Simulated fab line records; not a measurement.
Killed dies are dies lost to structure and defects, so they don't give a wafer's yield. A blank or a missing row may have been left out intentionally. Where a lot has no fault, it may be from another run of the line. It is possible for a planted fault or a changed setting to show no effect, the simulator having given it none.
A struck lot beside a sound one -- flow n5_finfet -- 18 out of 1938 route steps
Sound: these wafers, L134.2, L134.4, L134.6. Struck: wafer L142.4. (L142.1, L142.2 of the same lot were not struck and are left out.) The cause comes at the end.
Order at every step that has rows: each side's tool, ch and its chambers, its first start. Under that, the readings that differ: sound wafers -- struck wafers -- difference of the means -- sigmas: that difference in standard deviations of wafers without a fault.
alike: readings with means less than 2 such deviations apart, plus words and numbers identical on both sides. not compared: withheld readings, readings lacking a value on some wafer, bounds such as >300 that could conceal the same value, and numbers that have no deviation in the record and whose values overlap.
The two part at a step that has a row with sigmas, a row that says differs or no value, or rows on one side only. Numbers that don't overlap but have no deviation are shown without sigmas and don't part them. Lack of a reading on every wafer of one side parts them only where that side has two or more wafers.

N5_BEOL_M1_ANNEAL_82: time 240 s.
  sound on pvd_sputter-02, day 7 07:35; struck on pvd_sputter-02, day 9 14:47
  alike: heater_power_w
then, 1 step without rows for these wafers: N5_BEOL_M1_SPUTTER_86 (material Cu, target thk 4.5 nm, time 8.29 s).
N5_BEOL_M1_ANNEAL_87: time 240 s.
  sound on pvd_sputter-02, day 7 07:49; struck on pvd_sputter-02, day 9 15:01
  alike: heater_power_w
then, 2 steps without rows for these wafers: N5_BEOL_M1_SPUTTER_88 (material Cu, target thk 4.5 nm, time 8.29 s); N5_BEOL_M1_ANNEAL_89 (time 240 s).
N5_BEOL_M1_SPUTTER_90: material Cu, target thk 4.5 nm, time 8.29 s.
  sound on pvd_sputter-02, day 7 08:10; struck on pvd_sputter-02, day 9 15:22
  alike: throttle_valve_pct
then, 2 steps without rows for these wafers: N5_BEOL_M1_ANNEAL_91 (time 240 s); N5_BEOL_M1_SPUTTER_92 (material Cu, target thk 4.5 nm, time 8.29 s).
N5_BEOL_M1_ANNEAL_93: time 240 s.
  sound on pvd_sputter-02, day 7 08:28; struck on pvd_sputter-02, day 9 15:40
  alike: heater_power_w
then, 3 steps without rows for these wafers: N5_BEOL_M1_SPUTTER_94 (material Cu, target thk 4.5 nm, time 8.29 s); N5_BEOL_M1_ANNEAL_95 (time 240 s); N5_BEOL_M1_SPUTTER_96 (material Cu, target thk 4.5 nm, time 8.29 s).
N5_BEOL_M1_ECD_50: material Cu, target thk 300 nm.
  sound on ecd_cu-02 ch 0,1, day 7 08:57; struck on ecd_cu-02 ch 1, day 9 16:09
reading,sound,struck,difference,sigmas
model.Cu_of_BEOL_M1_ECD_50.thk_nm (nm),303.2 298.6 299,214.4,-85.9,
N5_BEOL_M1_ANNEAL_51: time 90 s.
  sound on rtp_anneal-02 ch 0, day 7 09:04; struck on rtp_anneal-02 ch 0, day 9 16:14
  alike: wafer_temp_C_max
N5_BEOL_M1_CMP_52: polishes, stops on SiOC, t overpolish 6.8 s, target thk 40 nm.
  sound on cmp-04 ch 1,2, day 7 09:22; struck on cmp-04 ch 3, day 9 16:32
reading,sound,struck,difference,sigmas
time_to_endpoint_s (s),70 65 62,41,-25,-5
  alike: head_pressure_psi, motor_current_A, platen_rpm
N5_BEOL_M1_THK_MEAS_53: measures by xrf.
  sound on film_metro-02, day 7 09:37; struck on film_metro-01, day 9 16:49
  alike: M1_THK
N5_BEOL_M4_RC_MEAS_101:
  sound on prober-02 ch 0, day 9 06:36; struck on prober-02 ch 0, day 11 11:13
  alike: DIBL_N, DIBL_P, IOFF_N, IOFF_P, ION_N, ION_P, SS_N, SS_P, VT_N, VT_P
-- record jumps: 5 days separate the struck wafers' starts on either side; left off in module BEOL_M4, taken up again in module PASSIVATION, whose first shown step is the route's number 1936 --
N5_PASSIVATION_PROBE_49:
  sound on prober-01, day 13 19:55; struck on prober-02, day 16 01:14
reading,sound,struck,difference,sigmas
defect_limited_yield (%),92.3 92.7 92.7,88.1,-4.5,-3
killed_at_M4_up,20 19 7,30,+15,+3
killed_dies,91 86 86,141,+53,+3
killed_open,68 53 56,96,+37,+2
sort_bin_5_function (%),5.1 4.5 3.6,6.9,+2.5,+2
sort_bin_6_memory (%),2.5 2.6 3.4,4.5,+1.7,+2
sort_n_pass,1089 1094 1094,1039,-53,-3
sort_yield_pct (%),92.3 92.7 92.7,88.1,-4.5,-2
  alike: killed_at_M0_to_M3, killed_at_contacts, killed_at_front_end, killed_at_other, killed_short, sort_bin_8_speed

WHERE THEY PART
At N5_BEOL_M1_CMP_52 first; at N5_PASSIVATION_PROBE_49 last (within this record only).

WHY: whatever the simulator had introduced
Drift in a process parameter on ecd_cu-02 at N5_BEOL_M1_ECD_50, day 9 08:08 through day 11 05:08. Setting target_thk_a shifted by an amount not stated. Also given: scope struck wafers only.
